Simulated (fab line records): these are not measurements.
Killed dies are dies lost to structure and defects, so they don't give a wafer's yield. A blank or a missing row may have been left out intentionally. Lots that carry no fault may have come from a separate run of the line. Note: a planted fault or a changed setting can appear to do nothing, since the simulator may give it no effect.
fab line records + flow nand_harc
record
- lots=12
- wafers=36
- last_day=23
route steps=1159 shown A_M1@1050 THIN_TSV@1129 END@1159
lots that met no fault: taken from a fault-free run of the same line
start_h: the number of hours between the record's first day and the start of the first shown wafer of the lot + wait_h: how many hours have passed since the lot's step before this one + " as in the row above + L1.1+2: a single row standing in for several wafers + - no value, or no start given + * or withheld: withheld + < > ~ a bound
route shown NAME@n: names a module that has steps shown in the file, with the first one's number in the route + usual: mean and standard deviation over wafers with no fault + same: alike in all rows + chamber/n: place in a boat + sites: readings site by site + _std_site: how widely they spread, as a standard deviation + _edge_site: the outer-site mean with the inner-site mean subtracted + radius_mm: how far each site lies from the wafer's centre + mask NAME#n: copy n + behind: tool/chamber where the wafer was last shaped + hold: cause of the lot's hold/its duration in hours/its outcome + device: names the non-switching transistor (n, p or np) + end of line: the same wafers' tests at the end of the route + a step with no rows: only its recipe + killed: not the wafer's yield, but the dies lost to structure and defects at the first sort + map: a wafer's dies, x killed, . not, _ none there
set.NAME: setting as actually run; set.NAME@STEP: the setting as run at that earlier step + model.NAME: the simulator's own value behind a step, which no gauge read
the route's steps for a sample of lots (tables are steps, rows are wafers)
services: the hour from which a tool's chamber was out of use, counted from the record's first day as start_h (under 0 if before that day), plus the number of hours and why
## steps
# step NHARC_A_M1_ECD_22
# recipe
- target_thk_a=4000
- bath_temp_c=25
- material=Cu
| lot.wafer  | tool      | chamber | start_h | wait_h |
|------------|-----------|---------|---------|--------|
| L513.1+2+5 | ecd_cu-01 | 0,1,1   | 406.36  | -      |
| L515.1+6+5 | ecd_cu-02 | 0,1,0   | 410.75  | -      |
| L514.2+1+4 | ecd_cu-02 | 0,1,1   | 411.35  | -      |
| L518.1+4+6 | ecd_cu-01 | 0,0,1   | 417.45  | -      |
| L516.1+3+6 | ecd_cu-02 | 0,0,1   | 418.13  | -      |
| L517.3+4+5 | ecd_cu-02 | 0,1,1   | 436.99  | -      |
| L520.2+4+3 | ecd_cu-02 | 0,0,1   | 451.49  | -      |
| L521.2+3+5 | ecd_cu-02 | 0,0,1   | 451.79  | -      |
| L528.1+3+6 | ecd_cu-01 | 1,0,1   | 496.03  | -      |
| L530.1+3+4 | ecd_cu-02 | 0,1,0   | 502.43  | -      |
| L529.2+1+6 | ecd_cu-01 | 0,1,1   | 510.32  | -      |
| L532.4+5+6 | ecd_cu-02 | 0,0,1   | 511.18  | -      |
# step NHARC_THIN_TSV_PVD_19
# recipe
- target_thk_a=200
- chamber_pressure_pa=5
- material=TaN
# usual
- throttle_valve_pct=30.5/1.3
| lot.wafer | tool           | chamber | start_h | wait_h | throttle_valve_pct |
|-----------|----------------|---------|---------|--------|--------------------|
| L515.1    | pvd_sputter-01 | -       | -       | -      | 29.5               |
| L515.5    | "              | -       | "       | "      | 30.3               |
| L515.6    | "              | -       | "       | "      | 27.5               |
| L513.2    | pvd_sputter-02 | -       | -       | -      | 32.4               |
| L513.1    | "              | -       | "       | "      | 31.6               |
| L513.5    | "              | -       | "       | "      | 32.1               |
| L514.4    | pvd_sputter-02 | -       | -       | -      | 32.2               |
| L514.1    | "              | -       | "       | "      | 30.8               |
| L514.2    | "              | -       | "       | "      | 31.7               |
| L518.4    | pvd_sputter-02 | -       | -       | -      | 31.7               |
| L518.1    | "              | -       | "       | "      | 31.2               |
| L518.6    | "              | -       | "       | "      | 32.5               |
| L516.1    | pvd_sputter-01 | -       | -       | -      | 30.2               |
| L516.3    | "              | -       | "       | "      | 27.7               |
| L516.6    | "              | -       | "       | "      | 30.5               |
| L517.4    | pvd_sputter-01 | -       | -       | -      | 27.3               |
| L517.3    | "              | -       | "       | "      | 32.4               |
| L517.5    | "              | -       | "       | "      | 29.8               |
| L520.3    | pvd_sputter-03 | -       | -       | -      | 29.9               |
| L520.4    | "              | -       | "       | "      | 30.4               |
| L520.2    | "              | -       | "       | "      | 30.4               |
| L521.2    | pvd_sputter-02 | -       | -       | -      | 30.9               |
| L521.3    | "              | -       | "       | "      | 32.2               |
| L521.5    | "              | -       | "       | "      | 31.6               |
| L528.3    | pvd_sputter-02 | -       | -       | -      | 31.0               |
| L528.1    | "              | -       | "       | "      | 30.9               |
| L528.6    | "              | -       | "       | "      | 31.1               |
| L530.3    | pvd_sputter-03 | -       | -       | -      | 30.1               |
| L530.1    | "              | -       | "       | "      | 30.8               |
| L530.4    | "              | -       | "       | "      | 29.5               |
| L529.2    | pvd_sputter-01 | -       | -       | -      | 31.5               |
| L529.1    | "              | -       | "       | "      | 30.5               |
| L529.6    | "              | -       | "       | "      | 30.2               |
| L532.4    | pvd_sputter-02 | -       | -       | -      | 32.2               |
| L532.5    | "              | -       | "       | "      | 32.2               |
| L532.6    | "              | -       | "       | "      | 30.5               |
# step NHARC_THIN_TSV_DEGAS_53
# recipe
- temp_c=300
- time_s=60
# usual
- heater_power_w=473/46
| lot.wafer | tool           | chamber | start_h | wait_h | heater_power_w |
|-----------|----------------|---------|---------|--------|----------------|
| L515.1    | pvd_sputter-01 | -       | 434.28  | 0.1    | 403            |
| L515.5    | "              | -       | "       | "      | 415            |
| L515.6    | "              | -       | "       | "      | 425            |
| L513.2    | pvd_sputter-03 | -       | 436.48  | 0.1    | 473            |
| L513.1    | "              | -       | "       | "      | 454            |
| L513.5    | "              | -       | "       | "      | 475            |
| L514.2    | pvd_sputter-02 | -       | 437.78  | 0.1    | 530            |
| L514.4    | "              | -       | "       | "      | 500            |
| L514.1    | "              | -       | "       | "      | 477            |
| L518.1    | pvd_sputter-02 | -       | 442.30  | 0.1    | 494            |
| L518.4    | "              | -       | "       | "      | 515            |
| L518.6    | "              | -       | "       | "      | 461            |
| L516.3    | pvd_sputter-01 | -       | 443.59  | 0.1    | 418            |
| L516.1    | "              | -       | "       | "      | 545            |
| L516.6    | "              | -       | "       | "      | 418            |
| L517.3    | pvd_sputter-02 | -       | 462.94  | 0.1    | 463            |
| L517.4    | "              | -       | "       | "      | 527            |
| L517.5    | "              | -       | "       | "      | 498            |
| L520.2    | pvd_sputter-03 | -       | 474.60  | 0.1    | 439            |
| L520.4    | "              | -       | "       | "      | 534            |
| L520.3    | "              | -       | "       | "      | 507            |
| L521.2    | pvd_sputter-03 | -       | 476.24  | 0.1    | 538            |
| L521.3    | "              | -       | "       | "      | 522            |
| L521.5    | "              | -       | "       | "      | 424            |
| L528.3    | pvd_sputter-03 | -       | 521.05  | 0.1    | 468            |
| L528.1    | "              | -       | "       | "      | 513            |
| L528.6    | "              | -       | "       | "      | 465            |
| L530.4    | pvd_sputter-03 | -       | 529.17  | 0.1    | 495            |
| L530.1    | "              | -       | "       | "      | 466            |
| L530.3    | "              | -       | "       | "      | 439            |
| L529.2    | pvd_sputter-01 | -       | 536.68  | 0.1    | 551            |
| L529.1    | "              | -       | "       | "      | 420            |
| L529.6    | "              | -       | "       | "      | 413            |
| L532.4    | pvd_sputter-02 | -       | 537.86  | 0.1    | 462            |
| L532.6    | "              | -       | "       | "      | 518            |
| L532.5    | "              | -       | "       | "      | 488            |
# step NHARC_THIN_TSV_CD_MEAS_33
# recipe
- target_cd_nm=5000
- landing_energy_ev=500
# usual
- cd_nm=5000.9/1.6
| lot.wafer | tool      | chamber | start_h | wait_h | cd_nm  |
|-----------|-----------|---------|---------|--------|--------|
| L515.1    | cd_sem-02 | 0       | 435.43  | -      | 5000.0 |
| L515.5    | "         | 0       | "       | "      | 5000.4 |
| L515.6    | "         | 0       | "       | "      | 5002.1 |
| L513.1    | cd_sem-02 | 0       | 437.64  | -      | 5002.1 |
| L513.2    | "         | 0       | "       | "      | 5002.7 |
| L513.5    | "         | 0       | "       | "      | 5000.7 |
| L514.1    | cd_sem-01 | 0       | 438.92  | -      | 5002.7 |
| L514.2    | "         | 0       | "       | "      | 5000.6 |
| L514.4    | "         | 0       | "       | "      | 4999.9 |
| L518.1    | cd_sem-01 | 0       | 443.31  | -      | 5001.1 |
| L518.4    | "         | 0       | "       | "      | 5001.1 |
| L518.6    | "         | 0       | "       | "      | 5003.6 |
| L516.1    | cd_sem-02 | 0       | 444.72  | -      | 5000.8 |
| L516.3    | "         | 0       | "       | "      | 4999.1 |
| L516.6    | "         | 0       | "       | "      | 4998.9 |
| L517.3    | cd_sem-02 | 0       | 464.07  | -      | 5001.0 |
| L517.4    | "         | 0       | "       | "      | 5001.2 |
| L517.5    | "         | 0       | "       | "      | 4999.8 |
| L520.2    | cd_sem-02 | 0       | 475.75  | -      | 4999.5 |
| L520.3    | "         | 0       | "       | "      | 5003.0 |
| L520.4    | "         | 0       | "       | "      | 5002.0 |
| L521.2    | cd_sem-02 | 0       | 477.38  | -      | 5001.6 |
| L521.3    | "         | 0       | "       | "      | 5001.6 |
| L521.5    | "         | 0       | "       | "      | 5003.3 |
| L528.1    | cd_sem-02 | 0       | 522.33  | -      | 5000.6 |
| L528.3    | "         | 0       | "       | "      | 5000.2 |
| L528.6    | "         | 0       | "       | "      | 4997.9 |
| L530.1    | cd_sem-02 | 0       | 530.19  | -      | 4997.6 |
| L530.3    | "         | 0       | "       | "      | 5002.6 |
| L530.4    | "         | 0       | "       | "      | 4998.2 |
| L529.1    | cd_sem-02 | 0       | 537.67  | -      | 5002.9 |
| L529.2    | "         | 0       | "       | "      | 5000.9 |
| L529.6    | "         | 0       | "       | "      | 5002.6 |
| L532.4    | cd_sem-01 | 0       | 539.02  | -      | 5001.3 |
| L532.5    | "         | 0       | "       | "      | 4997.8 |
| L532.6    | "         | 0       | "       | "      | 4999.9 |
# step NHARC_END_SORT_01
# recipe
- temp_c=25
# usual
- defect_limited_yield=95.3/1.3
- killed_at_array=28/8.6
- killed_at_other=0.7/1.2
- killed_at_periphery=3.1/2.3
- killed_dies=32/8.7
- killed_open=3.2/1.7
- killed_short=2.0/1.5
- sort_bin_2_pct=1.5/0.58
- sort_bin_3_pct=0.28/0.22
- sort_bin_4_pct=3.0/0.86
- sort_n_pass=645/8.7
- sort_rim_yield_pct=97.8/1.4
- sort_yield_pct=95.3/1.3
# same
- gross_dies=677
- sort_bin_5_pct[%]=0
- sort_bin_6_pct[%]=0
- sort_bin_7_pct[%]=0
- sort_bin_8_pct[%]=0
- sort_rim_n_gross=106.00
| lot.wafer | tool      | chamber | start_h | wait_h | defect_limited_yield[%] | killed_at_array | killed_at_other | killed_at_periphery | killed_dies | killed_open | killed_short | sort_bin_2_pct[%] | sort_bin_3_pct[%] | sort_bin_4_pct[%] | sort_n_pass | sort_rim_yield_pct[%] | sort_yield_pct[%] |
|-----------|-----------|---------|---------|--------|-------------------------|-----------------|-----------------|---------------------|-------------|-------------|--------------|-------------------|-------------------|-------------------|-------------|-----------------------|-------------------|
| L521.2    | prober-01 | 0       | 485.93  | 2.8    | 95.0                    | 22              | 0               | 12                  | 34          | 2           | 3            | 2.2               | 0.15              | 2.7               | 643         | 95.3                  | 95.0              |
| L521.3    | prober-01 | 0       | 486.72  | 3.1    | 94.5                    | 26              | 0               | 11                  | 37          | 2           | 1            | 1.6               | 0.30              | 3.5               | 640         | 99.1                  | 94.5              |
| L521.5    | prober-01 | 0       | 488.29  | 3.6    | 95.7                    | 25              | 1               | 3                   | 29          | 9           | 0            | 1.8               | 0.15              | 2.4               | 648         | 96.2                  | 95.7              |
| L528.1    | prober-01 | 0       | 530.02  | 2.5    | 51.7                    | 320             | 3               | 4                   | 327         | 2           | 2            | 15.4              | 3.40              | 29.5              | 350         | 64.2                  | 51.7              |
| L528.3    | prober-01 | 0       | 531.59  | 3.0    | 55.4                    | 298             | 2               | 2                   | 302         | 3           | 1            | 13.3              | 3.40              | 27.9              | 375         | 59.4                  | 55.4              |
| L528.6    | prober-01 | 0       | 533.93  | 3.9    | 50.4                    | 331             | 3               | 2                   | 336         | 4           | 5            | 18.2              | 5.17              | 26.3              | 341         | 62.3                  | 50.4              |
| L529.1    | prober-01 | 0       | 549.15  | 2.5    | 53.0                    | 317             | 0               | 1                   | 318         | 0           | 1            | 16.7              | 2.51              | 27.8              | 359         | 55.7                  | 53.0              |
| L529.2    | prober-01 | 0       | 549.95  | 2.8    | 50.1                    | 335             | 0               | 3                   | 338         | 2           | 0            | 17.6              | 3.40              | 29.0              | 339         | 53.8                  | 50.1              |
| L529.6    | prober-01 | 0       | 553.14  | 4.0    | 49.6                    | 334             | 0               | 7                   | 341         | 4           | 0            | 18.9              | 2.81              | 28.7              | 336         | 45.3                  | 49.6              |
# killed by level:class
L521.2 A_SLIT:chamber_film_flake=8 A_CHANNEL_HOLE_D1:chamber_film_flake=4 P_ZERO_WELL:chamber_film_flake=3 P_STI:chamber_film_flake=3 P_CONTACT:chamber_film_flake=3 A_STAIRCASE:chamber_film_flake=3 P_CONTACT:geometric_particle:short=2 A_ZERO_WELL:chamber_film_flake=2
L521.3 A_SLIT:chamber_film_flake=12 P_ZERO_WELL:chamber_film_flake=8 A_STAIRCASE:chamber_film_flake=5 A_CHANNEL_HOLE_D1:chamber_film_flake=4 P_CONTACT:chamber_film_flake=2 A_ONON_D1:geometric_particle:open=1 A_CONTACT:geometric_particle:open=1 A_BLC:geometric_particle:short=1
L521.5 A_STAIRCASE:chamber_film_flake=8 A_SLIT:chamber_film_flake=7 A_CHANNEL_HOLE_D1:chamber_film_flake=3 A_CONTACT:geometric_particle:open=2 P_CONTACT:geometric_particle:open=1 P_M0:geometric_particle:open=1 A_CHANNEL_HOLE_D1:geometric_particle:open=1 A_CHANNEL_FILL_D1:geometric_particle:open=1
L528.1 A_M1:unspecified=296 A_CHANNEL_HOLE_D1:chamber_film_flake=19 THIN_TSV:chamber_film_flake=3 P_CONTACT:chamber_film_flake=2 P_GATE:geometric_particle:short=1 A_CHANNEL_FILL_D1:geometric_particle:short=1 A_SGD_CUT:geometric_particle:open=1 A_M0:geometric_particle:open=1
L528.3 A_M1:unspecified=280 A_CHANNEL_HOLE_D1:chamber_film_flake=10 A_CONTACT:chamber_film_flake=4 P_CONTACT:chamber_film_flake=2 A_ONON_D1:geometric_particle:open=1 A_CONTACT:geometric_particle:open=1 A_BLC:geometric_particle:short=1 STARTING-WAFER:geometric_particle:open=1
L528.6 A_M1:unspecified=301 A_CHANNEL_HOLE_D1:chamber_film_flake=15 A_CONTACT:chamber_film_flake=8 A_CONTACT:geometric_particle:short=3 THIN_TSV:chamber_film_flake=3 P_M0:geometric_particle:open=2 A_CHANNEL_FILL_D1:geometric_particle:short=1 A_SGD_CUT:geometric_particle:open=1
L529.1 A_M1:unspecified=283 A_CHANNEL_HOLE_D1:chamber_film_flake=17 A_SLIT:chamber_film_flake=7 A_CONTACT:chamber_film_flake=5 A_BONDPAD:chamber_film_flake=3 A_M0:geometric_particle:short=1 P_ZERO_WELL:chamber_film_flake=1 A_STAIRCASE:chamber_film_flake=1
L529.2 A_M1:unspecified=303 A_CHANNEL_HOLE_D1:chamber_film_flake=13 A_SLIT:chamber_film_flake=7 A_CONTACT:chamber_film_flake=7 P_ZERO_WELL:chamber_film_flake=2 A_STAIRCASE:chamber_film_flake=2 A_WL_FILL:chamber_film_flake=2 P_M0:geometric_particle:open=1
L529.6 A_M1:unspecified=299 A_CHANNEL_HOLE_D1:chamber_film_flake=15 A_SLIT:chamber_film_flake=8 A_CONTACT:chamber_film_flake=8 P_ZERO_WELL:chamber_film_flake=3 P_M2:chamber_film_flake=2 P_GATE:geometric_particle:open=1 A_BLC:geometric_particle:open=1
## services
| tool           | chamber | start_h | hours | kind   |
|----------------|---------|---------|-------|--------|
| pvd_sputter-02 | -       | 388.15  | 2.2   | repair |
| pvd_sputter-02 | -       | 392.00  | 10.0  | pm     |
| pvd_sputter-01 | -       | 415.18  | 3.1   | repair |
| pvd_sputter-03 | -       | 426.72  | 1.4   | repair |
| ecd_cu-01      | -       | 448.00  | 8.0   | pm     |
| ecd_cu-02      | -       | 450.15  | 1.1   | repair |
| pvd_sputter-03 | -       | 458.03  | 10.0  | pm     |
| pvd_sputter-03 | -       | 489.15  | 2.4   | repair |
| pvd_sputter-01 | -       | 514.09  | 10.0  | pm     |
| ecd_cu-02      | -       | 529.94  | 12.5  | repair |
## key
first_sign
- step=NHARC_END_SORT_01
- reading=killed_at_array
- direction=up
- sigmas=34
- usual=28
- struck=322
effect
- step=NHARC_END_SORT_01
- reading=killed_dies
- direction=up
- sigmas=34
- usual=32
- struck=327
more_kills_born_at
- NHARC_A_M1_ECD_22@ecd_cu-01=1762
met_at NHARC_A_M1_ECD_22
struck_lots L528,L529
not_acting_at NHARC_THIN_TSV_PVD_19,NHARC_THIN_TSV_DEGAS_53,NHARC_THIN_TSV_CD_MEAS_33
onset_between 417.45 496.03
fault
- kind=chamber_particle_source
- tool=ecd_cu-01
- chamber=-
- onset_h=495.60
- steps=NHARC_A_M1_ECD_22
- rate_per_visit_cm2=0.6385
- end_h=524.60
